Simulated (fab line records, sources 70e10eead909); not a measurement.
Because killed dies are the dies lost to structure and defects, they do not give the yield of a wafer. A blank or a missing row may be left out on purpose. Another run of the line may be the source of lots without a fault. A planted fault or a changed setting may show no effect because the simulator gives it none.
Which tool did it?	flow nand_harc	12 lots (36 wafers sampled), 1 step of a 1159-step route

== WHAT EACH GAUGE READ, for each wafer ==
NHARC_P_GATE_CD_MEAS_91: the cd target is 2000 nm.
lot	measured	on	cd_nm (nm)
L075	day 5 16:30	cd_sem-01	1999.1 1997.2 1997.8
L076	day 5 19:16	cd_sem-02	1997.5 1993.8 1997.7
L078	day 6 08:13	cd_sem-01	2000.5 2003.2 2003.0
L081	day 7 03:05	cd_sem-01	1996.4 2002.3 2002.5
L084	day 7 20:47	cd_sem-01	2002.0 2003.4 2004.4
L085	day 8 19:01	cd_sem-01	1996.8 2000.4 1998.1
L086	day 8 20:32	cd_sem-03	2000.1 2000.4 2000.9
L089	day 9 12:14	cd_sem-03	2002.5 2002.5 2003.6
L091	day 9 17:13	cd_sem-02	2002.4 1998.2 2001.5
L093	day 10 08:16	cd_sem-02	2002.3 2000.3 1998.7
L094	day 10 08:51	cd_sem-02	1999.3 2004.7 2002.2
L097	day 11 00:00	cd_sem-01	1997.7 1997.8 1994.6

== TOOL THAT RAN EACH LOT (tool first, then ch and the chambers of the sampled wafers, then the start) ==
The record shows no process step preceding these readings.

== THE ANSWER, worked out from the rows above alone ==
Rule: usual is defined by the lots themselves. The widest of any qualifying gaps counts: lots, ordered by their means at a reading, are off when they make up no more than a third of the lots, leave a main group of 4 or more, and stand apart from it by 3 or more times the standard deviation of that group's means. A main group whose means are all the same, to the digits that the tables above print for the reading, isn't used. A lot without any number at a reading at which 4 lots or more have one is off too. Any other lot the step has rows for is counted as sound.
Across all readings shown, no lot is off: no conclusion can be drawn from this.

== WHAT THE SIMULATOR PUT IN ==
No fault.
